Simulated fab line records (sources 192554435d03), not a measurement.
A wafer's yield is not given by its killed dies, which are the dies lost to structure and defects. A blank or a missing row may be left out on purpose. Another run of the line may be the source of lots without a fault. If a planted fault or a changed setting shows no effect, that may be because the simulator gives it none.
One fault seen from 2 desks | flow n5Finfet | each desk holds nothing but its own numbers, with what lay behind them at the end

## THE TOOL OWNER'S DESK: pecvd-02
The tool's own readings at N5_BEOL_M9_DEP_56 (deposits SiCN from 3MS/NH3, target thk 15 nm, time 26.5 s): means of the sampled wafers that have a number, for each lot that ran on this tool. If a lot's mean is further than 4 standard deviations from the usual mean, the lot is out of limits and carries the mark OUT (the distance appears in the brackets).
Columns: A = showerheadPlenumPTorr at N5_BEOL_M9_DEP_56, usual 3.662 Torr; B = throttleValvePct at N5_BEOL_M9_DEP_56, usual 9.2 %
lot  | first seen here | A     | B
L327 | day 10 19:05    | 3.667 | 9.2
L330 | day 11 12:32    | 3.662 | 9.5
L345 | day 15 04:06    | 3.659 | 9.1
This desk's finding: nothing out of limits on any of the 3 lots.

## THE METROLOGY DESK
What the gauges read for every lot (on any tool): the sampled wafers with a number, averaged. If a lot's mean is further than 4 standard deviations from the usual mean, the lot is out of limits and carries the mark OUT (the distance appears in the brackets).
Columns: A = M9_THK at N5_BEOL_M9_THK_MEAS_53, usual 137.1 nm; B = M9_RS at N5_BEOL_M9_RS_MEAS_57, usual 0.1530 ohm/sq
lot  | first seen here | A     | B
L327 | day 10 19:02    | 137.7 | 0.1523
L330 | day 11 12:29    | 138.2 | 0.1513
L340 | day 13 17:40    | 135.2 | 0.1557
L338 | day 14 09:26    | 137.9 | 0.1536
L345 | day 15 04:02    | 135.1 | 0.1540
L344 | day 15 05:26    | 136.9 | 0.1531
This desk's finding: nothing out of limits on any of the 6 lots.

## ALL TOGETHER
The tool owner's desk saw nothing out of limits.
The metrology desk saw nothing out of limits.

## WHAT THE SIMULATOR HAD PUT IN
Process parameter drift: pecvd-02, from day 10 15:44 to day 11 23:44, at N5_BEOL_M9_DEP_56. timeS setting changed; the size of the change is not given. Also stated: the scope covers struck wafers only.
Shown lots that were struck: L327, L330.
